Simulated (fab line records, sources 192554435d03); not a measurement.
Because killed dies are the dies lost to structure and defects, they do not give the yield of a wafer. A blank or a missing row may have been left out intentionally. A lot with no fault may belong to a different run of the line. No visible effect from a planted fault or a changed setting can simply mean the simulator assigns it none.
Problem report, 8D (eight disciplines) form, completed by code :: flow n5_finfet :: the parts of the form that need people (team, actions taken, sign-off) are left out

## 1. THE ISSUE
Wafers with no fault read 15000 W with a standard deviation of 2.4, whereas cathode_dc_power_W at N5_BEOL_M14_SPUTTER_43 reads a mean of 16421 W on 1 wafer of 1 lot. So: +99 or more standard deviations from the usual mean.
The step: material TaN, target thk 15 nm, time 24.19 s.
Earliest sighting: wafer L853.3 on pvd_sputter-01 at day 16 00:40. The record has a number at this step for 31 wafers belonging to 11 lots. Rule for "out", or "out of limits": more than 4 standard deviations from the usual mean. The rest of the wafers with a number are treated as sound.

## 2. WHAT IT IS, WHAT IT ISN'T
question: which readings at this step
is: cathode_dc_power_W
is not: throttle_valve_pct

question: which lots
is: L853
is not: L841, L844, L845, L846, L847, L848, L858, L861, L863, L864

question: which wafers of those lots
is: L853.3
is not: L853.1, L853.5

question: read on which tools
is: pvd_sputter-01
is not: pvd_sputter-02, pvd_sputter-03

question: when
is: from day 16 00:40
is not: up to then (18 sound wafers); but 12 sound wafers of L858, L861, L863, L864 came after

## 3. THE SUSPECTS, EACH WITH WHAT RULES IT OUT
Counting: a tool at a process step up to the reading stays a suspect if it ran every lot that is out. Sound lots after the first of them don't rule it out here, since some wafers of a struck lot are sound.
- rie_diel-05 at N5_BEOL_M14_DESCUM_33 (chemistry O2, time 7.9 s): kept. The lot that is out, L853, ran on it at day 15 21:10; the last sound lot it ran before that was L847, at day 13 21:01.
- rie_diel-05 at N5_BEOL_M14_ETCH_67 (etches SiARC in CF4, target depth 143 nm, time 238.3 s): kept. The lot that is out, L853, ran on it at day 15 21:12; the last sound lot it ran before that was L847, at day 13 21:07.
- pvd_sputter-01 at N5_BEOL_M14_SPUTTER_43 (material TaN, target thk 15 nm, time 24.19 s): kept. The lot that is out, L853, ran on it at day 16 00:40; the last sound lot it ran before that was L846, at day 14 04:12. Its own readings are out on those wafers: cathode_dc_power_W.
- Within rie_diel-05 at N5_BEOL_M14_DESCUM_33, the wafers that are out were processed in chamber 2 and their sound lot-mates in chamber 0.
- Within rie_diel-05 at N5_BEOL_M14_ETCH_67, the wafers that are out were processed in chamber 2 and their sound lot-mates in chamber 0.
rie_diel-05 at N5_BEOL_M14_DESCUM_33, rie_diel-05 at N5_BEOL_M14_ETCH_67 and pvd_sputter-01 at N5_BEOL_M14_SPUTTER_43 are what is left after counting.

## 4. THE CAUSE (what the simulator had put in)
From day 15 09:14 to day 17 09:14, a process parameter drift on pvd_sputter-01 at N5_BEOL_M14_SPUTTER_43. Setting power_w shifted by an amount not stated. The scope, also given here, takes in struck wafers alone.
Of the 3 suspects that counting leaves, this tool is one.

## 5. SEQUENCE OF EFFECTS, ordered by route
Each row: a reading whose mean over the struck wafers that have a number lies more than 3 standard deviations from the usual. Scope: only readings with a usual standard deviation given in the record; hours: median across lots of the time from each lot's start at the first step in this table that gives one to its start at this step; sigmas: change in usual standard deviations.
hours: 0
step: N5_BEOL_M14_SPUTTER_43
reading: cathode_dc_power_W
usual: 15000 W
on struck wafers: 16421
change: +1421
sigmas: +99 or more
Here are the process steps it includes:
- N5_BEOL_M14_SPUTTER_43: material TaN, target thk 15 nm, time 24.19 s.
At these later measuring or inspecting steps, every struck wafer for which the step has a row has a number for every such reading, and none has moved that far: N5_BEOL_M15_THK_MEAS_01.

## 6. HOW IT WOULD HAVE BEEN CAUGHT EARLIER
The fault began at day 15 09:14; the first out-of-limits reading in this record came at day 16 00:40, 15 hours later.
